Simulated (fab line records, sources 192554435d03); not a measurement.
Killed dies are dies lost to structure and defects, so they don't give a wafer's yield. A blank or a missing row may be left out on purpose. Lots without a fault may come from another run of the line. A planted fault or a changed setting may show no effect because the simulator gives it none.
A struck lot beside a sound one | flow n5_finfet | 14 steps out of a route of 1938
Sound: wafers L252.1, L252.5, L252.6. Struck: wafers L256.1, L256.2, L256.6. The cause comes at the end.
At each step with rows: each side's tool, then ch and its chambers, then its first start. Under that, the readings that differ: sound wafers | struck wafers | difference of the means | sigmas: that difference in standard deviations of wafers without a fault.
alike: readings whose means differ by less than 2 such deviations, and words and numbers that are the same on both sides. not compared: withheld readings, readings that some wafer has no value for, bounds like >300 that may hide the same value, and numbers for which the record gives no deviation and whose values overlap.
The two part at a step that has a row with sigmas, a row that says differs or no value, or rows on one side only. Numbers that don't overlap but have no deviation are shown without sigmas and don't part them. A reading that every wafer of one side lacks parts them only if that side has two wafers or more.

first, 3 steps without rows for these wafers: N5_BEOL_M7_EXPOSE_25 (exposes mask V6, target cd 40 nm); N5_BEOL_M7_PEB_26 (peb time 60 s); N5_BEOL_M7_DEVELOP_27 (develop time 30 s).
N5_BEOL_M7_CD_MEAS_28: target cd 40 nm.
  sound on cd_sem-03 ch 0, day 9 11:18; struck on cd_sem-01 ch 0, day 10 09:03
  alike: cd_nm
N5_BEOL_M7_OVL_MEAS_29:
  sound on overlay-01 ch 0, day 9 11:20; struck on overlay-01 ch 0, day 10 09:05
  alike: V6_OVL
N5_BEOL_M7_INSPECT_30: inspects for defects (brightfield).
  sound on defect_inspect-02, day 9 11:23; struck on defect_inspect-02, day 10 09:08
  alike: raw_defect_count
N5_BEOL_M7_DESCUM_33: chemistry O2, time 7 s.
  sound on rie_diel-04 ch 1,2, day 9 11:53; struck on rie_diel-03 ch 0,2,3, day 10 09:30
  alike: drypump_motor_current_A, oes_product_au, rf_vpp_V, showerhead_plenum_p_Torr, throttle_valve_pct
  not compared: rf_hours_counter_h
N5_BEOL_M7_ETCH_72: etches underlayer in N2/H2, target depth 6.5 nm, time 5.2 s.
  sound on rie_diel-04 ch 1,2, day 9 11:55; struck on rie_diel-03 ch 0,2,3, day 10 09:32
  alike: drypump_motor_current_A, etch_rf_on_time_s, oes_product_au, rf_fwd_power_W, rf_vpp_V, showerhead_plenum_p_Torr, throttle_valve_pct
  not compared: rf_hours_counter_h
N5_BEOL_M7_ETCH_65: etches SiARC in CF4, target depth 15.6 nm, time 26 s.
  sound on rie_diel-04 ch 1,2, day 9 11:56; struck on rie_diel-03 ch 0,2,3, day 10 09:33
  alike: drypump_motor_current_A, etch_rf_on_time_s, oes_product_au, rf_fwd_power_W, rf_vpp_V, showerhead_plenum_p_Torr, throttle_valve_pct
  not compared: rf_hours_counter_h
N5_BEOL_M7_ETCH_66: etches SOC in N2/H2, target depth 80 nm, overetch 16 nm, time 120 s.
  sound on rie_diel-04 ch 1,2, day 9 11:58; struck on rie_diel-03 ch 0,2,3, day 10 09:35
  alike: drypump_motor_current_A, oes_product_au, rf_fwd_power_W, rf_vpp_V, showerhead_plenum_p_Torr, throttle_valve_pct
  not compared: rf_hours_counter_h
then, 2 steps without rows for these wafers: N5_BEOL_M7_STRIP_69 (strips in N2/H2); N5_BEOL_M7_STRIP_73 (strips in N2/H2).
N5_BEOL_M7_VIA_ETCH_34: etches SiCOH lowk in C4F6/O2, target depth 125.5 nm, time 50.5 s.
  sound on rie_diel-04 ch 1,2, day 9 12:04; struck on rie_diel-03 ch 0,2,3, day 10 09:41
  reading                  | sound             | struck            | difference | sigmas
  rf_fwd_power_W (W)       | 342.3 340.4 340.7 | 424.6 426.7 424.7 | +84.2      | +56
  rf_vpp_V (V)             | 683 701 684       | 611 615 604       | -79        | -6
  model.etch.depth_nm (nm) | 125 125.1 124.6   | 131.1 131.7 137.6 | +8.6       |
  alike: drypump_motor_current_A, oes_product_au, showerhead_plenum_p_Torr, throttle_valve_pct
  not compared: rf_hours_counter_h, model.SOC_of_BEOL_M7_COAT_63.thk_nm
then, 1 step without rows for these wafers: N5_BEOL_M7_STRIP_76 (strips in C4F6/O2).

WHERE THEY PART
Only at N5_BEOL_M7_VIA_ETCH_34, within this record.

WHY: what the simulator had put in
Process parameter drift: rie_diel-03, from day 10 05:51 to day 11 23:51, at N5_BEOL_M7_VIA_ETCH_34. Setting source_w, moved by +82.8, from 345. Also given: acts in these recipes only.
